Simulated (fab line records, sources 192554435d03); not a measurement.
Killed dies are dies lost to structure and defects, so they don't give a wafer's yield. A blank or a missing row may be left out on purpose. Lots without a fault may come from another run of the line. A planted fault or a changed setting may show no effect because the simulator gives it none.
fab line records | flow n5_finfet
record lots=6 wafers=18 last_day=17
route steps=1938 shown HKMG_FIN@401 PASSIVATION@1936
lots that met no fault: from a run of the same line without faults
start_h: hours from the record's first day to the start of the lot's first wafer shown | wait_h: hours since the lot's step before | " the same as in the row above | L1.1+2: a row that stands for several wafers | - no value, or no start given | * or withheld: withheld | < > ~ a bound
route shown NAME@n: a module of which the file shows steps, and the number in the route of the first | usual: mean/standard deviation of fault-free wafers | same: alike in all rows | chamber/n: place in a boat | sites: the reading at each site | _std_site: their standard deviation | _edge_site: outer sites' mean less inner sites' | radius_mm: how far each site lies from the wafer's centre | mask NAME#n: copy n | behind: the tool/chamber that last shaped the wafer | hold: why the lot was held/for how many hours/how that ended | device: the transistor (n, p or np) that didn't switch | end of line: the same wafers' tests at the end of the route | a step without rows: its recipe alone | killed: dies lost to structure and defects at the first sort, not the wafer's yield | map: a wafer's dies, x killed, . not, _ none there
set.NAME: the setting as run; set.NAME@STEP: as run at that earlier step | model.NAME: the simulator's own value behind a step, which no gauge read
lots at some steps of the route; a table a step, a row a wafer
services: from which hour (start_h, from the record's first day; less than 0 if before it) a tool's chamber was out of use, for how many hours, and why
## steps
# step N5_HKMG_FIN_DESCUM_53
# recipe chemistry=O2 time_s=7.9 source_power_w=50 bias_power_w=20 pressure_mtorr=20 rf_frequency_hz=2.712e+07 temp_c=40 resist=CAR-ArF o2_flow_sccm=225
# usual bias_power_w=20.00/0.056 drypump_motor_current_A=5.3/0.57 oes_product_au=0.75/0.088 rf_vpp_V=242.8/1.3 showerhead_plenum_p_Torr=2.07/0.061 throttle_valve_pct=20.41/0.19
# same time_s=7.9
# columns lot.wafer tool chamber start_h wait_h bias_power_w drypump_motor_current_A oes_product_au rf_hours_counter_h rf_vpp_V showerhead_plenum_p_Torr throttle_valve_pct
L440.3 rie_diel-05 2 96.63 0.0 19.96 5.2 0.88 35 243.4 2.14 20.06
L440.4 " 3 " " 20.00 4.8 0.76 154 242.0 2.02 20.59
L440.5 " 1 " " 19.95 6.4 0.77 - 241.8 2.01 20.39
L442.2 rie_diel-05 0 106.34 0.7 20.05 6.0 0.66 245 242.2 2.04 20.22
L442.4 " 2 " " 19.96 5.2 0.86 40 244.1 2.14 20.06
L442.6 " 0 " " 20.05 5.9 0.66 - 241.4 2.04 20.20
L449.2 rie_diel-05 0 151.20 0.1 19.89 6.0 0.97 2 242.0 2.04 19.88
L449.3 " 2 " " 19.94 5.2 0.84 58 242.9 2.13 20.09
L449.5 " 0 " " 19.98 5.9 0.97 - 242.4 2.04 19.87
L450.2 rie_diel-04 0 154.05 0.0 20.05 5.4 0.68 242 241.9 2.03 20.65
L450.4 " 0 " " 20.03 5.5 0.68 - 242.6 2.03 20.63
L450.5 " 2 " " 20.10 5.3 0.73 - 241.1 2.03 20.46
L452.1 rie_diel-01 3 166.87 0.0 20.09 4.9 0.67 240 241.5 2.07 20.38
L452.3 " 1 " " 19.92 4.7 0.72 193 243.0 2.16 20.53
L452.4 " 2 " " 19.98 6.3 0.68 237 243.5 2.04 20.44
L458.1 rie_diel-01 0 205.96 0.0 20.03 4.9 0.91 20 244.3 2.05 20.24
L458.2 " 1 " " 19.94 4.7 0.72 208 243.7 2.15 20.54
L458.4 " 0 " " 19.95 4.9 0.92 - 242.6 2.05 20.25
# step N5_HKMG_FIN_ETCH_54
# recipe chemistry=CF4 target=SiARC target_depth_a=455 mask_material=CAR-ArF time_s=75.8 ion_energy_ev=80 pressure_mtorr=40 source_w=545 bias_w=36 Ar_flow_sccm=100 cf4_flow_sccm=100 ends=cleared
# step N5_HKMG_FIN_ETCH_55
# recipe chemistry=N2/H2 target=SOC target_depth_a=2400 temp_c=40 time_s=300 ion_energy_ev=200 mask_material=SiARC pressure_mtorr=30 source_w=840 bias_w=150 n2_flow_sccm=200 h2_flow_sccm=200
# usual drypump_motor_current_A=5.3/0.57 oes_product_au=0.75/0.09 rf_vpp_V=523.3/2.3 showerhead_plenum_p_Torr=2.52/0.071 throttle_valve_pct=17.83/0.27
# same time_s=300
# columns lot.wafer tool chamber start_h wait_h drypump_motor_current_A oes_product_au rf_hours_counter_h rf_vpp_V showerhead_plenum_p_Torr throttle_valve_pct
L440.3 rie_diel-05 2 96.72 0.0 5.2 0.88 36 525.3 2.58 17.25
L440.4 " 3 " " 4.9 0.76 154 521.8 2.44 17.84
L440.5 " 1 " " 6.4 0.75 - 521.4 2.47 17.98
L442.2 rie_diel-05 0 106.43 0.0 6.0 0.65 245 523.9 2.52 17.84
L442.4 " 2 " " 5.2 0.88 40 526.5 2.58 17.26
L442.6 " 0 " " 6.0 0.66 - 523.1 2.52 17.85
L449.2 rie_diel-05 0 151.29 0.0 5.9 0.97 2 522.4 2.51 17.45
L449.3 " 2 " " 5.2 0.85 58 525.9 2.57 17.30
L449.5 " 0 " " 5.9 0.97 - 522.2 2.51 17.44
L450.2 rie_diel-04 0 154.14 0.0 5.4 0.69 242 522.1 2.51 18.33
L450.4 " 0 " " 5.4 0.69 - 522.3 2.51 18.34
L450.5 " 2 " " 5.3 0.73 - 520.8 2.45 17.74
L452.1 rie_diel-01 3 166.96 0.0 4.9 0.67 241 523.6 2.52 17.77
L452.3 " 1 " " 4.7 0.73 193 526.1 2.62 17.92
L452.4 " 2 " " 6.3 0.66 237 522.7 2.51 18.03
L458.1 rie_diel-01 0 206.05 0.0 4.9 0.91 20 522.7 2.47 17.50
L458.2 " 1 " " 4.7 0.72 208 526.3 2.62 17.96
L458.4 " 0 " " 4.9 0.92 - 523.2 2.47 17.49
# step N5_HKMG_FIN_STRIP_56
# recipe chemistry=N2/H2 temp_c=40 n2_flow_sccm=200 h2_flow_sccm=200 rf_frequency_hz=6e+07
# step N5_HKMG_FIN_STRIP_57
# recipe chemistry=CF4 resist=SiARC power_w=300 bias_power_w=75 pressure_mtorr=50 cf4_flow_sccm=150 rf_frequency_hz=6e+07
# usual bias_power_w=75.00/0.22 drypump_motor_current_A=5.3/0.57 oes_product_au=0.75/0.081 rf_vpp_V=270.7/1.5 showerhead_plenum_p_Torr=1.78/0.056 throttle_valve_pct=13.60/0.26
# columns lot.wafer tool chamber start_h wait_h bias_power_w drypump_motor_current_A oes_product_au rf_hours_counter_h rf_vpp_V showerhead_plenum_p_Torr throttle_valve_pct
L440.3 rie_diel-05 2 96.91 0.0 75.28 5.2 0.86 36 271.9 1.82 13.12
L440.4 " 3 " " 75.05 4.9 0.75 154 268.5 1.70 13.52
L440.5 " 1 " " 75.30 6.3 0.78 - 269.3 1.74 13.59
L442.2 rie_diel-05 0 106.62 0.0 74.87 5.9 0.67 245 269.5 1.75 13.60
L442.4 " 2 " " 74.92 5.2 0.85 40 271.5 1.82 13.12
L442.6 " 0 " " 74.68 5.9 0.67 - 269.5 1.75 13.61
L449.2 rie_diel-05 0 151.48 0.0 74.64 5.9 0.95 3 269.0 1.75 13.07
L449.3 " 2 " " 75.06 5.2 0.83 58 271.3 1.82 13.17
L449.5 " 0 " " 75.05 5.9 0.95 - 269.6 1.75 13.06
L450.2 rie_diel-04 0 154.33 0.0 74.74 5.4 0.68 242 270.0 1.78 14.06
L450.4 " 0 " " 74.92 5.4 0.69 - 270.3 1.78 14.07
L450.5 " 2 " " 74.76 5.3 0.71 - 270.1 1.73 13.41
L452.1 rie_diel-01 3 167.15 0.0 74.74 4.9 0.68 241 271.0 1.77 13.58
L452.3 " 1 " " 75.20 4.7 0.73 193 272.5 1.84 13.68
L452.4 " 2 " " 74.92 6.3 0.68 238 271.3 1.75 13.76
L458.1 rie_diel-01 0 206.24 0.0 75.13 4.9 0.90 21 271.3 1.78 13.41
L458.2 " 1 " " 75.01 4.7 0.71 208 271.8 1.84 13.73
L458.4 " 0 " " 74.67 4.9 0.90 - 270.7 1.78 13.40
# step N5_HKMG_FIN_ETCH_58
# recipe chemistry=N2/H2 target=SOC target_depth_a=2158 ion_energy_ev=50 bias_w=13 time_s=741 pressure_mtorr=30 source_w=875 n2_flow_sccm=200 h2_flow_sccm=200
# step N5_HKMG_FIN_STRIP_93
# recipe chemistry=N2/H2 material=SOC time_s=20 power_w=500 temp_c=40 pressure_mtorr=50 rf_frequency_hz=6e+07 bias_power_w=8 h2_frac=0.5 n2_flow_sccm=300 h2_flow_sccm=300
# usual bias_power_w=8.001/0.025 drypump_motor_current_A=5.3/0.57 oes_product_au=0.75/0.087 rf_vpp_V=54.1/0.84 showerhead_plenum_p_Torr=3.33/0.091 throttle_valve_pct=19.0/0.34
# same time_s=20
# columns lot.wafer tool chamber start_h wait_h bias_power_w drypump_motor_current_A oes_product_au rf_hours_counter_h rf_vpp_V showerhead_plenum_p_Torr throttle_valve_pct
L440.3 rie_diel-05 2 97.36 0.2 7.996 5.2 0.88 36 54.1 3.40 18.3
L440.4 " 3 " " 7.993 4.9 0.77 155 53.6 3.22 18.8
L440.5 " 1 " " 8.011 6.4 0.76 - 54.1 3.26 19.1
L442.2 rie_diel-05 0 107.07 0.2 8.015 6.0 0.65 245 52.7 3.32 18.8
L442.4 " 2 " " 8.025 5.2 0.86 40 53.8 3.40 18.3
L442.6 " 0 " " 8.024 6.0 0.65 - 54.0 3.32 18.8
L449.2 rie_diel-05 0 151.93 0.2 7.978 6.0 0.96 3 54.1 3.32 18.4
L449.3 " 2 " " 7.987 5.2 0.85 58 55.5 3.39 18.3
L449.5 " 0 " " 8.022 5.9 0.96 - 54.0 3.32 18.4
L450.2 rie_diel-04 0 154.78 0.2 8.000 5.5 0.68 243 55.1 3.31 19.6
L450.4 " 0 " " 7.985 5.5 0.68 - 53.3 3.31 19.6
L450.5 " 2 " " 7.967 5.3 0.72 - 53.0 3.24 19.0
L452.1 rie_diel-01 3 167.60 0.2 8.017 4.9 0.67 241 53.4 3.32 18.8
L452.3 " 1 " " 7.980 4.7 0.74 193 54.1 3.46 19.0
L452.4 " 2 " " 7.989 6.3 0.66 238 52.9 3.32 19.2
L458.1 rie_diel-01 0 206.69 0.2 7.996 4.9 0.88 21 53.8 3.26 18.6
L458.2 " 1 " " 8.013 4.7 0.72 208 54.9 3.45 19.0
L458.4 " 0 " " 8.043 4.9 0.89 - 54.3 3.26 18.6
# step N5_HKMG_FIN_WET_ETCH_76
# recipe chemistry=dNH4OH mix=1:50 temp_c=25 target=Al2O3 stop_on=La2O3 target_depth_nm=2.25 dry=ipa_marangoni rinse_time_s=30 rinse_temp_c=23
# step N5_HKMG_FIN_STRIP_60
# recipe chemistry=N2/H2 power_w=2500 temp_c=300 h2_frac=0.65 time_s=360 pressure_mtorr=withheld n2_flow_sccm=1750 h2_flow_sccm=3250
# usual drypump_motor_current_A=5.4/0.39 heater_power_w=441/16
# same time_s=360
# columns lot.wafer tool chamber start_h wait_h drypump_motor_current_A heater_power_w rf_hours_counter_h
L440.3 plasma_asher-02 0 97.63 0.1 5.1 471 -
L440.4 " 1 " " 5.8 444 -
L440.5 " 0 " " 5.2 466 -
L442.2 plasma_asher-01 0 107.24 0.0 5.8 423 46
L442.4 " 0 " " 5.8 424 -
L442.6 " 1 " " 4.9 432 -
L449.2 plasma_asher-01 0 152.12 0.1 5.8 435 53
L449.3 " 0 " " 5.8 420 -
L449.5 " 1 " " 4.9 422 -
L450.2 plasma_asher-01 1 154.94 0.0 4.9 427 54
L450.4 " 1 " " 4.9 425 -
L450.5 " 1 " " 4.9 430 -
L452.1 plasma_asher-01 1 167.75 0.0 4.9 434 57
L452.3 " 0 " " 5.8 431 -
L452.4 " 1 " " 4.9 427 -
L458.1 plasma_asher-02 1 206.84 0.0 5.7 427 115
L458.2 " 0 " " 5.1 450 115
L458.4 " 0 " " 5.1 452 -
# step N5_HKMG_FIN_WET_ETCH_77
# recipe chemistry=dHCl mix=1:10000 temp_c=25 target=La2O3 stop_on=HfO2 target_depth_nm=2
# step N5_HKMG_FIN_WET_ETCH_78
# recipe chemistry=dNH4OH mix=1:50 temp_c=25 target=Al2O3 stop_on=La2O3 target_depth_nm=4.5 dry=ipa_marangoni rinse_time_s=30 rinse_temp_c=23
# step N5_HKMG_FIN_ALD_79
# recipe material=TiN target_thk_a=15 temp_c=400 ald_precursor_family=TiCl4 ald_co_reactant=NH3 pulse_time_s=1 purge_time_s=3 co_reactant_purge_time_s=2 co_reactant_pulse_time_s=2 ald_cycles=68 pressure_torr=3
# step N5_HKMG_FIN_CVD_62
# recipe material=a-Si target_thk_a=30 temp_c=500 precursor=Si2H6 pressure_torr=1 time_s=20.8
# usual heater_power_outer_w=975/89 heater_power_w=1481/110 susceptor_temp_C=500.00/0.25
# same time_s=20.8
# columns lot.wafer tool chamber start_h wait_h heater_power_outer_w heater_power_w susceptor_temp_C model.a-Si_of_HKMG_FIN_CVD_62.thk_nm
L440.3 thermal_cvd_si-01 1 98.37 0.2 1049 1473 500.43 3
L440.4 " 0 " " 858 1364 500.15 3
L440.5 " 2 " " 1109 1717 500.30 3.2
L442.2 thermal_cvd_si-01 1 108.09 0.2 1017 1473 499.82 3.2
L442.4 " 1 " " 1066 1438 500.03 3
L442.6 " 2 " " 1102 1724 500.07 3.2
L449.2 thermal_cvd_si-02 0 152.97 0.2 988 1449 499.92 3.2
L449.3 " 1 " " 899 1452 499.86 3.2
L449.5 " 1 " " 912 1402 500.21 3.2
L450.2 thermal_cvd_si-01 2 155.78 0.2 1220 1846 513.17 4.4
L450.4 " 0 " " 908 1462 512.92 4.2
L450.5 " 1 " " 1147 1572 512.43 4.4
L452.1 thermal_cvd_si-01 2 168.60 0.2 1184 1840 512.74 4.4
L452.3 " 2 " " 1181 1863 512.96 4.6
L452.4 " 1 " " 1143 1546 512.87 4.4
L458.1 thermal_cvd_si-02 1 207.69 0.2 905 1386 500.03 3.2
L458.2 " 0 " " 1028 1443 500.09 3
L458.4 " 0 " " 1024 1470 499.68 3.2
# step N5_HKMG_FIN_RTA_80
# recipe temp_c=withheld time_s=2 ambient=N2 idle_temp_c=600 ramp_up_c_per_s=150 ramp_down_c_per_s=60 cool_to_c=600
# step N5_PASSIVATION_PROBE_49
# usual killed_at_M0_to_M3=35/11 killed_at_M4_up=13/5.7 killed_at_contacts=12/5.7 killed_at_front_end=40/11 killed_at_other=4/4.4 killed_dies=105/18 killed_open=68/14 killed_short=34/7.4
# same gross_dies=1180 killed_at_back_side=0
# columns lot.wafer tool chamber start_h wait_h killed_at_M0_to_M3 killed_at_M4_up killed_at_contacts killed_at_front_end killed_at_other killed_dies killed_open killed_short
L440.3 prober-01 - 282.24 0.1 31 14 15 42 0 102 70 31
L440.4 prober-01 - 282.29 0.2 34 15 18 38 9 114 77 29
L440.5 prober-01 - 282.34 0.2 25 15 14 56 3 113 71 36
L442.2 prober-01 - 291.37 0.1 41 15 6 42 6 110 75 34
L442.4 prober-01 - 291.47 0.2 34 12 16 30 6 98 69 26
L442.6 prober-01 - 291.57 0.3 42 11 14 40 15 122 69 49
L449.2 prober-02 - 345.91 0.4 25 10 11 56 1 103 67 33
L449.3 prober-02 - 345.96 0.4 32 19 4 39 5 99 75 24
L449.5 prober-02 - 346.06 0.5 40 21 14 23 4 102 63 34
L450.2 prober-02 - 356.22 0.1 66 24 13 22 3 128 84 43
L450.4 prober-02 - 356.32 0.2 43 12 14 33 2 104 68 33
L450.5 prober-02 - 356.37 0.2 32 11 12 27 5 87 58 29
L452.1 prober-02 - 367.59 0.0 34 9 8 37 2 90 59 31
L452.3 prober-02 - 367.69 0.1 36 12 16 31 2 97 68 28
L452.4 prober-02 - 367.74 0.2 36 24 27 28 3 118 80 37
# killed by level:class
L440.3 STI_FIN_REVEAL:geometric_particle:open=15 MOL_CONTACT_COAG:geometric_particle:open=13 DUMMY_GATE:geometric_particle:open=7 BEOL_M0_SAQP:geometric_particle:open=6 BEOL_M1:geometric_particle:open=6 STARTING-WAFER:geometric_particle:short=6 BEOL_M0_SAQP:geometric_particle:short=5 BEOL_M2:geometric_particle:open=5
L440.4 MOL_CONTACT_COAG:geometric_particle:open=15 BEOL_M0_SAQP:geometric_particle:open=10 MIM_TOP_ETCH:area_etch=8 FIN_SAQP:geometric_particle:open=7 STI_FIN_REVEAL:geometric_particle:open=7 BEOL_M4:geometric_particle:open=7 FIN_SAQP:geometric_particle:short=6 BEOL_M3:geometric_particle:open=6
L440.5 STI_FIN_REVEAL:geometric_particle:open=15 MOL_CONTACT_COAG:geometric_particle:open=10 FIN_SAQP:geometric_particle:open=9 FIN_SAQP:geometric_particle:short=7 STI_FIN_REVEAL:geometric_particle:short=6 DUMMY_GATE:geometric_particle:open=6 BEOL_M3:geometric_particle:open=6 BEOL_M1:geometric_particle:open=5
L442.2 BEOL_M1:geometric_particle:open=16 BEOL_M0_SAQP:geometric_particle:open=9 DUMMY_GATE:geometric_particle:open=8 FIN_SAQP:geometric_particle:short=7 BEOL_M0_SAQP:geometric_particle:short=6 BEOL_M4:geometric_particle:open=6 FIN_SAQP:geometric_particle:open=5 MOL_CONTACT_COAG:geometric_particle:open=5
L442.4 MOL_CONTACT_COAG:geometric_particle:open=12 BEOL_M1:geometric_particle:open=10 BEOL_M3:geometric_particle:open=7 BEOL_M4:geometric_particle:open=7 STI_FIN_REVEAL:geometric_particle:open=5 GATE_CUT:geometric_particle:open=5 BEOL_M0_SAQP:geometric_particle:short=5 MOL_CONTACT_COAG:geometric_particle:short=4
L442.6 BEOL_M3:geometric_particle:open=11 MOL_CONTACT_COAG:geometric_particle:open=10 BEOL_M0_SAQP:geometric_particle:short=9 STI_FIN_REVEAL:geometric_particle:open=8 BEOL_M1:geometric_particle:open=7 ILD0:geometric_particle:open=6 BEOL_M1:geometric_particle:short=6 GATE_CUT:geometric_particle:short=5
L449.2 STI_FIN_REVEAL:geometric_particle:open=25 MOL_CONTACT_COAG:geometric_particle:open=8 BEOL_M0_SAQP:geometric_particle:open=8 BEOL_M0_SAQP:geometric_particle:short=7 GATE_CUT:geometric_particle:short=5 FIN_SAQP:geometric_particle:short=4 FIN_SAQP:geometric_particle:open=4 BEOL_M2:geometric_particle:open=4
L449.3 STI_FIN_REVEAL:geometric_particle:open=16 BEOL_M4:geometric_particle:open=11 BEOL_M0_SAQP:geometric_particle:open=10 BEOL_M3:geometric_particle:open=9 FIN_SAQP:geometric_particle:open=6 GATE_CUT:geometric_particle:short=4 BEOL_M2:geometric_particle:open=4 MOL_CONTACT_COAG:geometric_particle:open=3
L449.5 BEOL_M0_SAQP:geometric_particle:short=15 MOL_CONTACT_COAG:geometric_particle:open=12 BEOL_M0_SAQP:geometric_particle:open=10 BEOL_M3:geometric_particle:open=7 BEOL_M5:geometric_particle:open=6 FIN_SAQP:geometric_particle:open=5 DUMMY_GATE:geometric_particle:open=5 BEOL_M4:geometric_particle:open=5
L450.2 BEOL_M0_SAQP:geometric_particle:short=13 BEOL_M0_SAQP:geometric_particle:open=11 BEOL_M1:geometric_particle:open=11 MOL_CONTACT_COAG:geometric_particle:open=10 BEOL_M3:geometric_particle:open=9 BEOL_M4:geometric_particle:open=8 STI_FIN_REVEAL:geometric_particle:open=7 BEOL_M3:geometric_particle:short=7
L450.4 BEOL_M0_SAQP:geometric_particle:short=12 FIN_SAQP:geometric_particle:open=11 MOL_CONTACT_COAG:geometric_particle:open=9 BEOL_M0_SAQP:geometric_particle:open=9 BEOL_M3:geometric_particle:open=7 BEOL_M1:geometric_particle:open=6 STI_FIN_REVEAL:geometric_particle:open=5 MOL_CONTACT_COAG:geometric_particle:short=4
L450.5 BEOL_M0_SAQP:geometric_particle:short=11 FIN_SAQP:geometric_particle:open=7 GATE_CUT:geometric_particle:open=6 MOL_CONTACT_COAG:geometric_particle:open=6 MOL_CONTACT_COAG:geometric_particle:short=6 BEOL_M0_SAQP:geometric_particle:open=5 BEOL_M2:geometric_particle:open=5 GATE_CUT:geometric_particle:short=4
L452.1 FIN_SAQP:geometric_particle:open=8 STI_FIN_REVEAL:geometric_particle:open=8 MOL_CONTACT_COAG:geometric_particle:open=7 BEOL_M1:geometric_particle:open=7 BEOL_M1:geometric_particle:short=7 BEOL_M4:geometric_particle:open=6 BEOL_M0_SAQP:geometric_particle:short=6 BEOL_M0_SAQP:geometric_particle:open=6
L452.3 BEOL_M1:geometric_particle:open=18 MOL_CONTACT_COAG:geometric_particle:open=12 DUMMY_GATE:geometric_particle:open=9 FIN_SAQP:geometric_particle:short=6 BEOL_M4:geometric_particle:open=6 FIN_SAQP:geometric_particle:open=4 STI_FIN_REVEAL:geometric_particle:open=4 DUMMY_GATE:geometric_particle:short=4
L452.4 MOL_CONTACT_COAG:geometric_particle:open=21 BEOL_M4:geometric_particle:open=15 BEOL_M0_SAQP:geometric_particle:short=7 MOL_CONTACT_COAG:geometric_particle:short=6 BEOL_M0_SAQP:geometric_particle:open=6 BEOL_M2:geometric_particle:open=6 FIN_SAQP:geometric_particle:open=5 BEOL_M1:geometric_particle:open=5
## services
# columns tool chamber start_h hours kind
thermal_cvd_si-02 - 77.65 0.6 repair
thermal_cvd_si-02 - 85.98 2.8 pm
plasma_asher-01 - 96.63 1.2 repair
rie_diel-01 - 102.19 4.3 pm
rie_diel-01 2 107.31 5.2 repair
rie_diel-01 - 114.81 14.6 pm
rie_diel-05 0 119.05 - clean
rie_diel-05 0 119.05 - consumable_replace:focus_ring
rie_diel-05 0 119.05 23.4 scheduled_down
rie_diel-05 0 119.05 23.4 vent_cycle
rie_diel-05 2 120.99 4.6 repair
rie_diel-01 0 141.86 - clean
rie_diel-01 0 141.86 - consumable_replace:focus_ring
rie_diel-01 0 141.86 13.6 scheduled_down
rie_diel-01 0 141.86 13.6 vent_cycle
rie_diel-04 1 152.74 6.5 repair
thermal_cvd_si-01 0 156.22 19.8 repair
rie_diel-04 1 165.36 - clean
rie_diel-04 1 165.36 - consumable_replace:focus_ring
thermal_cvd_si-01 - 182.17 2.8 pm
rie_diel-01 3 197.18 - clean
rie_diel-01 3 197.18 - consumable_replace:focus_ring
rie_diel-01 3 197.18 15.6 scheduled_down
rie_diel-01 3 197.18 15.6 vent_cycle
## key
first_sign step=N5_HKMG_FIN_CVD_62 reading=susceptor_temp_C direction=up sigmas=51 usual=* struck=*
effect step=N5_HKMG_FIN_CVD_62 reading=heater_power_w direction=up sigmas=1.8 usual=* struck=*
model_effect step=N5_HKMG_FIN_CVD_62 value=a-Si_of_HKMG_FIN_CVD_62.thk_nm without=3 struck=4.4
met_at N5_HKMG_FIN_CVD_62
struck_wafers L450.2,L450.4,L450.5,L452.1,L452.3,L452.4
tester_left_out L450,L452
onset_between 108.09 155.78
fault kind=process_parameter_drift tool=thermal_cvd_si-01 chamber=- onset_h=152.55 steps=N5_HKMG_FIN_CVD_62 channel=temp_c offset=* shape=step end_h=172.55 stated=*
# tester_left_out: of these lots the tester's yield and bins aren't shown, on N5 and GAA mostly nor the transistor test; their killed dies are dies lost to structure and defects alone, not to doping, threshold or leakage, so they don't give the yield
